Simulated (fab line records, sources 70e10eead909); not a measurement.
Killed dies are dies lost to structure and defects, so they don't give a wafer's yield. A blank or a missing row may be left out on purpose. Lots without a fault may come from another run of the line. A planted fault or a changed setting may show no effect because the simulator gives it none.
Chamber matching | flow nand_harc | NHARC_A_M1_DESCUM_14 on rie_diel-03: 4 sister chambers
The step chemistry O2, time 3 s. 27 wafers are shown with their chamber, then 12 later ones without.

WAFERS WITH THEIR CHAMBER
wafer  | chamber | showerhead_plenum_p_Torr (Torr) | drypump_motor_current_A (A) | oes_product_au (a.u.)
L075.3 | 3       | 1.98                            | 5.48                        | 0.984
L075.4 | 1       | 1.78                            | 5.74                        | 0.992
L075.5 | 2       | 1.78                            | 5.36                        | 1.011
L074.2 | 3       | 1.98                            | 5.50                        | 0.984
L074.5 | 3       | 1.98                            | 5.48                        | 0.982
L074.6 | 2       | 1.78                            | 5.34                        | 1.005
L076.1 | 0       | 1.88                            | 5.01                        | 1.007
L076.2 | 1       | 1.78                            | 5.72                        | 1.007
L076.5 | 0       | 1.88                            | 5.00                        | 1.002
L080.3 | 1       | 1.78                            | 5.70                        | 1.005
L080.4 | 0       | 1.88                            | 5.00                        | 0.994
L080.5 | 1       | 1.78                            | 5.72                        | 0.998
L082.2 | 2       | 1.78                            | 5.36                        | 1.015
L082.3 | 3       | 1.98                            | 5.48                        | 0.996
L082.4 | 1       | 1.78                            | 5.69                        | 1.005
L083.1 | 2       | 1.78                            | 5.37                        | 1.013
L083.2 | 0       | 1.87                            | 5.02                        | 1.014
L083.6 | 1       | 1.78                            | 5.73                        | 1.008
L081.1 | 2       | 1.78                            | 5.35                        | 1.014
L081.4 | 3       | 1.98                            | 5.49                        | 0.989
L081.5 | 1       | 1.78                            | 5.72                        | 1.013
L086.2 | 2       | 1.78                            | 5.33                        | 1.003
L086.5 | 3       | 1.98                            | 5.47                        | 0.989
L086.6 | 2       | 1.78                            | 5.36                        | 1.007
L085.1 | 3       | 1.98                            | 5.45                        | 0.996
L085.4 | 1       | 1.78                            | 5.72                        | 1.003
L085.6 | 2       | 1.78                            | 5.33                        | 0.990

SIGNATURES (means of the wafers above)
reading                  | chamber 0 | chamber 1 | chamber 2 | chamber 3 | scatter within a chamber
showerhead_plenum_p_Torr | 1.8775    | 1.7800    | 1.7800    | 1.9800    | 0.00181
drypump_motor_current_A  | 5.0075    | 5.7175    | 5.3500    | 5.4786    | 0.0149
oes_product_au           | 1.00425   | 1.00387   | 1.00725   | 0.98857   | 0.00713
Rule: a wafer's distance from a chamber is the root of the sum, over the readings, of the square of ((its reading less the chamber's mean) divided by the reading's scatter). The wafer belongs to the nearest chamber; if the next one is less than 2 further off, it can't be placed. The scatter: the root of (the sum of the squares of (reading less its chamber's mean) over the shown wafers, divided by (wafers less chambers)).

WAFERS WITHOUT THEIR CHAMBER
wafer  | showerhead_plenum_p_Torr (Torr) | drypump_motor_current_A (A) | oes_product_au (a.u.)
L090.2 | 1.87                            | 5.01                        | 0.991
L090.4 | 1.78                            | 5.71                        | 1.003
L090.5 | 1.98                            | 5.46                        | 0.989
L091.2 | 1.78                            | 5.36                        | 1.007
L091.3 | 1.78                            | 5.74                        | 1.003
L091.5 | 1.78                            | 5.72                        | 0.998
L095.2 | 1.98                            | 5.44                        | 0.989
L095.3 | 1.78                            | 5.36                        | 1.002
L095.6 | 1.98                            | 5.40                        | 0.985
L096.2 | 1.78                            | 5.69                        | 0.998
L096.3 | 1.98                            | 5.54                        | 0.991
L096.4 | 1.87                            | 5.00                        | 0.994

WHICH CHAMBER EACH WENT THROUGH
wafer  | from the rows above | in truth
L090.2 | 0                   | 0
L090.4 | 1                   | 1
L090.5 | 3                   | 3
L091.2 | 2                   | 2
L091.3 | 1                   | 1
L091.5 | 1                   | 1
L095.2 | 3                   | 3
L095.3 | 2                   | 2
L095.6 | 3                   | 3
L096.2 | 1                   | 1
L096.3 | 3                   | 3
L096.4 | 0                   | 0
Placed correctly: 12 of 12. Can't be placed from these rows: 0. Placed wrongly: 0.
